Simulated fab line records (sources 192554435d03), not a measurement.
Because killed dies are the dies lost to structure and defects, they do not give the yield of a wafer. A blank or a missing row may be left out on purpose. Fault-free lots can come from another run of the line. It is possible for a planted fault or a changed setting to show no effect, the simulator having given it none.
Struck lot and sound lot, side by side :: flow n5-finfet :: 27 steps out of a route of 1938
Sound: these wafers, L266.2, L266.3, L266.6. Wafers struck: L273.1, L273.4, L273.6. Last of all comes the cause.
Order at every step that has rows: each side's tool, ch and its chambers, its first start. Under that, the readings that differ: sound wafers :: struck wafers :: difference of the means :: sigmas: that difference in standard deviations of wafers without a fault.
alike: same words and numbers on both sides, and readings whose means sit less than 2 such deviations apart. not compared: any withheld reading, any reading some wafer has no value for, any bound like >300 that may hide the same value, and any number with overlapping values for which the record gives no deviation.
The two part at a step that has a row with sigmas, a row that says differs or no value, or rows on one side only. Non-overlapping numbers with no deviation appear without sigmas and do not part them. A reading missing from all wafers of one side parts the sides only when that side holds two or more wafers.

N5_SDB_INSPECT_36: inspects for defects (darkfield).
  struck on defect-inspect-01, day 5 17:25; sound on defect-inspect-01, day 4 05:05
  alike: raw-defect-count
N5_DUMMY_REMOVAL_HM_STRIP_01: strips SiNx in CH3F/O2, stops on poly-Si, target depth 4 nm, time 6.8 s.
  sound on rie-diel-03 ch 0,2,3, day 4 05:19; struck on rie-diel-04 ch 1,3, day 5 17:26
  alike: drypump-motor-current-A, oes-product-au, rf-vpp-V, showerhead-plenum-p-Torr, throttle-valve-pct
  not compared: rf-hours-counter-h
N5_DUMMY_REMOVAL_STRIP_10: strips in N2/H2, time 40 s.
  sound on rie-diel-03 ch 0,2,3, day 4 05:20; struck on rie-diel-04 ch 1,3, day 5 17:28
  alike: drypump-motor-current-A, oes-product-au, rf-vpp-V, showerhead-plenum-p-Torr, throttle-valve-pct
  not compared: rf-hours-counter-h
then, 2 steps without rows for these wafers: N5_DUMMY_REMOVAL_PRECLEAN_07 (cleans in dHF, time 30 s); N5_DUMMY_REMOVAL_DUMMY_REMOVE_02 (chemistry TMAH, target poly-Si, stops on SiO2, target depth 142 nm, time 57 s, rinse time 30 s).
N5_DUMMY_REMOVAL_INSPECT_06: inspects for defects (brightfield).
  struck on defect-inspect-02, day 5 17:38; sound on defect-inspect-01, day 4 05:30
  alike: raw-defect-count
then, 4 steps without rows for these wafers: N5_DUMMY_REMOVAL_PRECLEAN_08 (cleans in NF3:NH3, afs cycles 2, time 20 s, sublimation time 60 s); N5_DUMMY_REMOVAL_PRECLEAN_04 (cleans in DHF, time 37 s); N5_DUMMY_REMOVAL_SRD_05 (time 30 s); N5_HKMG_FIN_IL_REGROW_00 (material SiO2, chemistry O3, target thk 0.75 nm, time 30 s).
N5_HKMG_FIN_HK_ALD_01: deposits HfO2, target thk 1.6 nm, pulse time 3 s, purge time 3 s.
  sound on ald-hk-02 ch 0,3, day 4 05:52; struck on ald-hk-03 ch 1,2, day 5 17:59
  alike: precursor-pulse-height-rel
then, 1 step without rows for these wafers: N5_HKMG_FIN_HK_ANNEAL_02 (time 30 s).
N5_HKMG_FIN_ALD_74: deposits La2O3, target thk 0.5 nm, pulse time 6 s, co reactant pulse time 1 s.
  sound on ald-hk-03 ch 0,3, day 4 06:16; struck on ald-hk-01 ch 1,3, day 5 18:25
  alike: heater-power-w, precursor-pulse-height-rel
N5_HKMG_FIN_ALD_75: deposits Al2O3, target thk 1 nm, co reactant pulse time 1 s.
  sound on ald-hk-03 ch 0,3, day 4 06:21; struck on ald-hk-01 ch 1,3, day 5 18:29
  alike: heater-power-w, precursor-pulse-height-rel
then, 8 steps without rows for these wafers: N5_HKMG_FIN_COAT_41 (time 60 s, resist thk 300 nm); N5_HKMG_FIN_COAT_42 (time 60 s, resist thk 35 nm); N5_HKMG_FIN_COAT_43 (resist thk 90 nm); N5_HKMG_FIN_EBR_45; N5_HKMG_FIN_SOFTBAKE_44 (time 60 s); N5_HKMG_FIN_EXPOSE_46 (exposes mask NDIPOLE); N5_HKMG_FIN_PEB_47 (peb time 60 s); N5_HKMG_FIN_DEVELOP_48 (develop time 30 s).
N5_HKMG_FIN_CD_MEAS_49: the cd target is 202 nm.
  sound on cd-sem-01 ch 0, day 4 06:49; struck on cd-sem-02 ch 0, day 5 18:57
reading: cd-nm (nm)
sound: 203.2 204.1 203.3
struck: 201.7 202.3 202.4
difference: -1.4
sigmas: -2
N5_HKMG_FIN_OVL_MEAS_50:
  sound on overlay-02 ch 0, day 4 06:51; struck on overlay-02 ch 0, day 5 18:59
  alike: NDIPOLE_OVL
N5_HKMG_FIN_INSPECT_61: inspects for defects (macro).
  struck on defect-inspect-01, day 5 19:01; sound on defect-inspect-02, day 4 06:52
reading: raw-defect-count
sound: 0 0 4
struck: >300 >300 >300
difference: differs
sigmas: 
N5_HKMG_FIN_DESCUM_53: chemistry O2, time 7.9 s.
  sound on rie-diel-05 ch 1,3, day 4 06:54; struck on rie-diel-02 ch 0,1,2, day 5 19:04
  alike: drypump-motor-current-A, oes-product-au, rf-vpp-V, showerhead-plenum-p-Torr, throttle-valve-pct
  not compared: rf-hours-counter-h
-- a jump in the record: the struck wafers' starts before and after are 8 days apart (it breaks off in module HKMG_FIN and resumes in module PASSIVATION, where the first step shown is number 1936 of the route) --
N5_PASSIVATION_PROBE_49:
  only the struck wafers here have rows in the record (prober-01, day 14 01:26); the sound ones have none

## WHERE THEY PART
Earliest at N5_HKMG_FIN_CD_MEAS_49; latest, in this record, at N5_PASSIVATION_PROBE_49.

WHY: what the simulator had put in
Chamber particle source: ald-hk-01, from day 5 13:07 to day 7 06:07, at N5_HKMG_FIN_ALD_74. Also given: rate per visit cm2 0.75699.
